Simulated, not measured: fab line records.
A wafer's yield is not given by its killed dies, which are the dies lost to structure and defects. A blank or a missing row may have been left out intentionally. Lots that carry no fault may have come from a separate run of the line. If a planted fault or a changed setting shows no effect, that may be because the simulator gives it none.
Matching of chambers :: flow n5-finfet :: ald-sin-04 running N5_SPACER0_ALD_08: 4 sister chambers
The step deposits SiNx, target thk 2 nm. 8 wafers are shown with their chamber, then 8 later ones without.

== WAFERS PAIRED WITH THEIR CHAMBERS ==
wafer: L691.1
chamber: 3
heater-power-w (W): 904

wafer: L693.3
chamber: 2
heater-power-w (W): 749

wafer: L693.5
chamber: 2
heater-power-w (W): 732

wafer: L694.1
chamber: 1
heater-power-w (W): 808

wafer: L694.2
chamber: 3
heater-power-w (W): 916

wafer: L694.4
chamber: 0
heater-power-w (W): 865

wafer: L696.1
chamber: 0
heater-power-w (W): 866

wafer: L696.4
chamber: 1
heater-power-w (W): 821

== WAFERS MISSING THEIR CHAMBER ==
wafer: L696.6
heater-power-w (W): 802

wafer: L697.1
heater-power-w (W): 717

wafer: L697.4
heater-power-w (W): 814

wafer: L697.5
heater-power-w (W): 816

wafer: L698.2
heater-power-w (W): 810

wafer: L698.5
heater-power-w (W): 829

wafer: L701.3
heater-power-w (W): 867

wafer: L701.5
heater-power-w (W): 738

== WHICH CHAMBER EACH WENT THROUGH ==
wafer: L696.6
from the rows above: 1
in truth: 1

wafer: L697.1
from the rows above: 2
in truth: 2

wafer: L697.4
from the rows above: 1
in truth: 1

wafer: L697.5
from the rows above: 1
in truth: 1

wafer: L698.2
from the rows above: 1
in truth: 1

wafer: L698.5
from the rows above: 1
in truth: 1

wafer: L701.3
from the rows above: 0
in truth: 0

wafer: L701.5
from the rows above: 2
in truth: 2
Correctly placed: 8 of 8. Number that these rows cannot place: 0. 0 placed wrongly.
How it was worked out, from the rows above alone: a wafer's distance from a chamber is the root of the sum, over the readings, of the square of ((its reading less the chamber's mean) divided by the reading's scatter). If the next closest chamber is less than 2 further off than the closest, the wafer can't be placed; otherwise it belongs to the closest. Each chamber's mean is taken over the wafers shown for it. The scatter is the square root of a quotient: the sum, over the shown wafers, of each reading's squared deviation from its chamber's mean, divided by wafers minus chambers.
